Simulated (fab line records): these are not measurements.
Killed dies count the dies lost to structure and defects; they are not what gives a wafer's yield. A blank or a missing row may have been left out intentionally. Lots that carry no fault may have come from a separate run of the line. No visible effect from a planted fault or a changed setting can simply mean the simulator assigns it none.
Lot-split experiment | flow n5 finfet | 7 lots, 21 wafers read, on a route of 1938 steps

THE SPLIT
At N5_SD_EPI_P_EXPOSE_06 (exposes mask SD P BLK, target cd 240 nm), the setting dose mj was moved away from the recipe's 39.5 on 6 of the 21 wafers read, by -6.3% to +6.2%. This setting was run at the recipe's value on the other wafers.

FROM THE SPLIT TO THE READING: what the file shows between them, 2 steps
- N5_SD_EPI_P_PEB_07: peb time 60 s
- N5_SD_EPI_P_DEVELOP_08: develop time 30 s

THE READING
cd nm (nm) at N5_SD_EPI_P_CD_MEAS_09, where the cd target is 240 nm. On this fab line, fault-free wafers typically give 240.1 nm with a standard deviation of 0.63 nm.

wafer  | tool, chamber at the split | dose mj as run | against the recipe | cd nm, nm | against lot-mates on the recipe
L079.1 | arfi scanner-02, 0         | 39.5           | recipe             | 239.7     | -
L079.3 | arfi scanner-02, 0         | 39.5           | recipe             | 239.4     | -
L079.5 | arfi scanner-02, 0         | 39.5           | recipe             | 238.9     | -
L082.2 | arfi scanner-02, 0         | 41.95          | +6.2%              | 243.9     | +3.6
L082.4 | arfi scanner-02, 0         | 39.5           | recipe             | 240.3     | -
L082.5 | arfi scanner-02, 0         | 41.95          | +6.2%              | 244.1     | +3.8
L087.1 | arfi scanner-02, 0         | 37.77          | -4.4%              | 236.0     | -4.2
L087.3 | arfi scanner-02, 0         | 39.5           | recipe             | 240.1     | -
L087.4 | arfi scanner-02, 0         | 39.5           | recipe             | 240.3     | -
L091.3 | arfi scanner-03, 0         | 37.01          | -6.3%              | 235.0     | -4.6
L091.4 | arfi scanner-03, 0         | 37.01          | -6.3%              | 234.5     | -5.1
L091.5 | arfi scanner-03, 0         | 39.5           | recipe             | 239.6     | -
L093.1 | arfi scanner-01, 0         | 39.5           | recipe             | 239.9     | -
L093.2 | arfi scanner-01, 0         | 40.47          | +2.5%              | 241.6     | +0.8
L093.4 | arfi scanner-01, 0         | 39.5           | recipe             | 241.7     | -
L094.1 | arfi scanner-02, 0         | 39.5           | recipe             | 240.6     | -
L094.2 | arfi scanner-02, 0         | 39.5           | recipe             | 241.0     | -
L094.6 | arfi scanner-02, 0         | 39.5           | recipe             | 239.8     | -
L096.2 | arfi scanner-01, 0         | 39.5           | recipe             | 239.9     | -
L096.4 | arfi scanner-01, 0         | 39.5           | recipe             | 240.0     | -
L096.5 | arfi scanner-01, 0         | 39.5           | recipe             | 240.2     | -

THE FIT
A straight line over all 21 wafers: cd nm changes by +0.755 nm for each +1% of dose mj; r = +0.96; the points scatter about the line by 0.66 nm.
The same after taking each lot's own level away (the mean of its wafers on the recipe; 21 wafers): +0.699 nm for each +1%; r = +0.97; scatter 0.53 nm.
That fit puts the effect of the largest move of dose mj on the reading at 4.4 nm.
Across the lots, their own levels run from 239.33 to 240.80 nm, a range of 2.3 times the standard deviation given above.
So the lot-to-lot level changes the slope little: the two slopes agree.
Check: with one of the wafers moved furthest among these (-6.3%) left out of the fit, the line predicts -4.61 nm for it against its lot-mates. It came out at -4.6 nm against them.

THE OTHER SPLITS THESE WAFERS WENT THROUGH
These wafers also went through other splits before the reading. Each is held against what the fit with the lots' levels taken away leaves over:
other split on the same wafers           | wafers away from the commonest value | r with cd nm (lot level and that fit taken away)
N5_WELL_APT_EXPOSE_22 dose mj            | 7                                    | +0.38
N5_WELL_APT_PEB_23 peb time s            | 10                                   | +0.28
N5_PMOS_HMC_CHANNEL_EPI_HM_DEP_34 time s | 11                                   | -0.14
N5_FIN_CUT_ETCH_21 time s                | 9                                    | -0.18
N5_SD_EPI_N_COAT_33 spin rpm             | 7                                    | +0.19
N5_SD_EPI_N_PEB_07 peb time s            | 7                                    | -0.13

FILE'S OWN FIT
cd nm changes by +0.716 nm for each +1% of dose mj, r = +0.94.
